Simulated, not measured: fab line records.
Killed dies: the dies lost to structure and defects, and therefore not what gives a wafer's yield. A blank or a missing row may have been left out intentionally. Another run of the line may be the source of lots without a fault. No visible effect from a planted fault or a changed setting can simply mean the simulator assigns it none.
Which tool was responsible? ; flow n5_finfet ; 24 lots with 72 wafers sampled at 5 steps, on a route of 1938 steps

WHAT THE GAUGES SHOWED, per wafer
N5_BEOL_M12_INSPECT_55: inspects for defects (darkfield).
lot;measured;on;raw_defect_count
L076;day 12 13:43;defect_inspect-01;65 86 68
L078;day 13 13:39;defect_inspect-02;57 81 57
L074;day 13 14:28;defect_inspect-01;66 70 95
L077;day 13 15:16;defect_inspect-01;68 74 95
L079;day 13 15:16;defect_inspect-02;55 51 102
L080;day 13 18:01;defect_inspect-01;93 124 86
L075;day 14 06:28;defect_inspect-01;59 39 65
L081;day 14 06:59;defect_inspect-01;77 53 79
L083;day 14 15:41;defect_inspect-01;70 65 44
L082;day 15 01:43;defect_inspect-01;129 118 78
L086;day 15 15:58;defect_inspect-01;79 84 82
L084;day 15 20:31;defect_inspect-01;69 109 73
L087;day 15 23:35;defect_inspect-02;47 46 66
L085;day 16 03:26;defect_inspect-02;46 109 66
L088;day 16 17:11;defect_inspect-02;94 118 68
L089;day 16 18:31;defect_inspect-01;43 48 32
L091;day 16 19:40;defect_inspect-01;71 61 128
L094;day 16 20:37;defect_inspect-02;74 52 80
L090;day 17 05:39;defect_inspect-02;44 63 40
L092;day 17 06:49;defect_inspect-01;64 62 97
L093;day 17 13:17;defect_inspect-02;56 16 64
L095;day 18 17:01;defect_inspect-02;67 40 60
L096;day 18 18:38;defect_inspect-01;56 58 40
L097;day 19 16:35;defect_inspect-01;96 102 63

N5_BEOL_M13_INSPECT_12: inspects for defects (macro).
lot;measured;on;raw_defect_count
L076;day 12 14:16;defect_inspect-02;2 0 0
L078;day 13 14:20;defect_inspect-01;4 1 1
L074;day 13 15:00;defect_inspect-02;0 2 1
L077;day 13 15:48;defect_inspect-01;0 1 4
L079;day 13 15:50;defect_inspect-01;6 3 2
L080;day 13 18:43;defect_inspect-01;3 2 1
L075;day 14 07:00;defect_inspect-02;3 1 1
L081;day 14 07:36;defect_inspect-02;2 4 3
L083;day 14 16:21;defect_inspect-01;1 5 2
L082;day 15 02:20;defect_inspect-01;4 1 3
L086;day 15 16:35;defect_inspect-02;1 1 2
L084;day 15 21:11;defect_inspect-01;4 2 2
L087;day 16 00:08;defect_inspect-01;3 2 1
L085;day 16 03:59;defect_inspect-02;3 4 2
L088;day 16 17:47;defect_inspect-02;3 3 4
L089;day 16 19:03;defect_inspect-02;2 3 3
L091;day 16 20:24;defect_inspect-01;2 3 4
L094;day 16 21:10;defect_inspect-02;1 1 1
L090;day 17 06:25;defect_inspect-01;3 1 0
L092;day 17 07:21;defect_inspect-02;2 3 2
L093;day 17 14:01;defect_inspect-01;4 1 2
L095;day 18 17:41;defect_inspect-02;5 4 2
L096;day 18 19:18;defect_inspect-02;1 1 6
L097;day 19 17:15;defect_inspect-02;1 3 2

N5_BEOL_M13_INSPECT_30: inspects for defects (macro).
lot;measured;on;raw_defect_count
L076;day 12 15:18;defect_inspect-02;4 1 1
L078;day 13 15:24;defect_inspect-02;2 1 3
L074;day 13 15:58;defect_inspect-01;2 6 2
L077;day 13 16:45;defect_inspect-02;2 2 3
L079;day 13 17:02;defect_inspect-02;2 1 3
L080;day 13 19:40;defect_inspect-02;2 0 1
L075;day 14 07:57;defect_inspect-02;1 5 3
L081;day 14 08:43;defect_inspect-01;2 1 1
L083;day 14 17:25;defect_inspect-02;1 2 4
L082;day 15 03:24;defect_inspect-01;3 6 6
L086;day 15 17:31;defect_inspect-01;4 2 6
L084;day 15 22:09;defect_inspect-01;2 2 3
L087;day 16 01:13;defect_inspect-02;1 5 3
L085;day 16 04:56;defect_inspect-01;0 1 4
L088;day 16 18:52;defect_inspect-01;1 2 0
L089;day 16 20:17;defect_inspect-01;1 4 4
L091;day 16 21:35;defect_inspect-02;2 0 0
L094;day 16 22:15;defect_inspect-01;2 2 1
L090;day 17 07:25;defect_inspect-01;3 1 1
L092;day 17 08:25;defect_inspect-01;2 0 3
L093;day 17 14:58;defect_inspect-01;2 6 4
L095;day 18 18:49;defect_inspect-01;1 2 1
L096;day 18 20:18;defect_inspect-01;3 3 2
L097;day 19 18:19;defect_inspect-01;4 1 2

TOOL THAT RAN EACH LOT (tool first, then ch and the chambers of the sampled wafers, then the start)
lot;N5_BEOL_M12_ANNEAL_48;N5_BEOL_M12_CMP_49
L076;rtp_anneal-02 ch 0, day 12 13:01;cmp-04 ch 0,1,3, day 12 13:16
L078;rtp_anneal-02 ch 0, day 13 12:53;cmp-02 ch 0,3, day 13 13:11
L074;rtp_anneal-02 ch 0, day 13 13:46;cmp-03 ch 0,1,3, day 13 14:01
L077;rtp_anneal-01 ch 0, day 13 14:35;cmp-04 ch 0,3, day 13 14:50
L079;rtp_anneal-02 ch 0, day 13 14:37;cmp-03 ch 2,3, day 13 14:49
L080;rtp_anneal-02 ch 0, day 13 17:19;cmp-04 ch 0,2, day 13 17:37
L075;rtp_anneal-02 ch 0, day 14 05:41;cmp-03 ch 0,1,2, day 14 05:59
L081;rtp_anneal-01 ch 0, day 14 06:17;cmp-02 ch 0,1,2, day 14 06:37
L083;rtp_anneal-01 ch 0, day 14 14:56;cmp-04 ch 0,1,2, day 14 15:19
L082;rtp_anneal-02 ch 0, day 15 00:59;cmp-02 ch 0,2,3, day 15 01:19
L086;rtp_anneal-01 ch 0, day 15 15:16;cmp-04 ch 0,1,3, day 15 15:32
L084;rtp_anneal-01 ch 0, day 15 19:49;cmp-02 ch 1,2,3, day 15 20:07
L087;rtp_anneal-01 ch 0, day 15 22:55;cmp-02 ch 0,2, day 15 23:07
L085;rtp_anneal-01 ch 0, day 16 02:40;cmp-03 ch 1,2, day 16 02:58
L088;rtp_anneal-02 ch 0, day 16 16:32;cmp-03 ch 2,3, day 16 16:46
L089;rtp_anneal-02 ch 0, day 16 17:44;cmp-03 ch 0,1,2, day 16 18:02
L091;rtp_anneal-02 ch 0, day 16 19:01;cmp-04 ch 0,3, day 16 19:16
L094;rtp_anneal-02 ch 0, day 16 19:53;cmp-02 ch 0,2, day 16 20:11
L090;rtp_anneal-01 ch 0, day 17 04:53;cmp-03 ch 0,2, day 17 05:14
L092;rtp_anneal-01 ch 0, day 17 06:03;cmp-03 ch 0,2,3, day 17 06:26
L093;rtp_anneal-02 ch 0, day 17 12:34;cmp-03 ch 1,2,3, day 17 12:53
L095;rtp_anneal-02 ch 0, day 18 16:16;cmp-04 ch 0,1,2, day 18 16:36
L096;rtp_anneal-01 ch 0, day 18 17:53;cmp-04 ch 0,2,3, day 18 18:11
L097;rtp_anneal-02 ch 0, day 19 15:55;cmp-03 ch 1,2,3, day 19 16:12
- N5_BEOL_M12_ANNEAL_48: time 90 s.
- N5_BEOL_M12_CMP_49: polishes, stops on SiOC, t overpolish 20.6 s, target thk 320 nm.

AS READ BY THE TOOLS THEMSELVES (means over the sampled wafers that have a number; for cases with no such wafer, the mark the record gives instead)
N5_BEOL_M12_ANNEAL_48.
lot;tool;wafer_temp_C_max
L076;rtp_anneal-02;225.66
L078;rtp_anneal-02;225.73
L074;rtp_anneal-02;225.99
L077;rtp_anneal-01;225.83
L079;rtp_anneal-02;225.72
L080;rtp_anneal-02;225.95
L075;rtp_anneal-02;225.67
L081;rtp_anneal-01;226.04
L083;rtp_anneal-01;226.03
L082;rtp_anneal-02;225.91
L086;rtp_anneal-01;225.68
L084;rtp_anneal-01;226.04
L087;rtp_anneal-01;225.95
L085;rtp_anneal-01;225.70
L088;rtp_anneal-02;226.08
L089;rtp_anneal-02;225.91
L091;rtp_anneal-02;225.95
L094;rtp_anneal-02;225.89
L090;rtp_anneal-01;225.71
L092;rtp_anneal-01;225.95
L093;rtp_anneal-02;225.69
L095;rtp_anneal-02;225.90
L096;rtp_anneal-01;225.89
L097;rtp_anneal-02;225.58

N5_BEOL_M12_CMP_49.
lot;tool;barrier_field_endpoint_s (s);clearing_platen_down_force_psi (psi);motor_current_A (A);overpolish_run_s (s)
L076;cmp-04;30.3;1.4978;6.0;20.610
L078;cmp-02;30.8;1.5029;7.3;20.597
L074;cmp-03;30.3;1.5000;5.7;20.603
L077;cmp-04;31.3;1.4977;6.7;20.601
L079;cmp-03;29.9;1.4991;5.8;20.599
L080;cmp-04;31.3;1.5010;5.9;20.596
L075;cmp-03;29.9;1.4983;5.6;20.604
L081;cmp-02;30.6;1.5035;6.5;20.601
L083;cmp-04;31.1;1.4999;5.6;20.590
L082;cmp-02;31.1;1.4993;6.8;20.600
L086;cmp-04;30.7;1.5015;6.0;20.598
L084;cmp-02;29.8;1.4975;6.3;20.600
L087;cmp-02;30.7;1.5009;7.0;20.599
L085;cmp-03;30.6;1.5004;5.5;20.593
L088;cmp-03;30.2;1.4995;5.9;20.598
L089;cmp-03;30.5;1.5005;5.8;20.612
L091;cmp-04;29.9;1.5005;6.8;20.615
L094;cmp-02;30.3;1.5007;6.8;20.610
L090;cmp-03;29.4;1.5015;5.6;20.594
L092;cmp-03;30.5;1.4992;6.0;20.596
L093;cmp-03;30.8;1.4962;5.6;20.605
L095;cmp-04;30.8;1.4986;5.6;20.608
L096;cmp-04;29.8;1.4992;6.4;20.593
L097;cmp-03;29.3;1.4974;5.7;20.596

THE ANSWER, worked out from the rows above alone
Rule: the lots themselves supply what counts as usual. The widest of any qualifying gaps counts: lots, ordered by their means at a reading, are off when they make up no more than a third of the lots, leave a main group of 4 or more, and stand apart from it by 3 or more times the standard deviation of that group's means. A main group whose means are all the same, to the digits that the tables above print for the reading, isn't used. A lot without any number at a reading at which 4 lots or more have one is off too. The other lots that the step has rows for count as sound. Order of review: gauges by route order, followed by the tools' own readings, for which a lot's mean as printed above is used. At the first step where some lot is off, the reading lying furthest off is the one used; lots without a number count as furthest.
Across all readings shown, no lot is off: no conclusion can be drawn from this.

WHAT WAS PUT IN BY THE SIMULATOR
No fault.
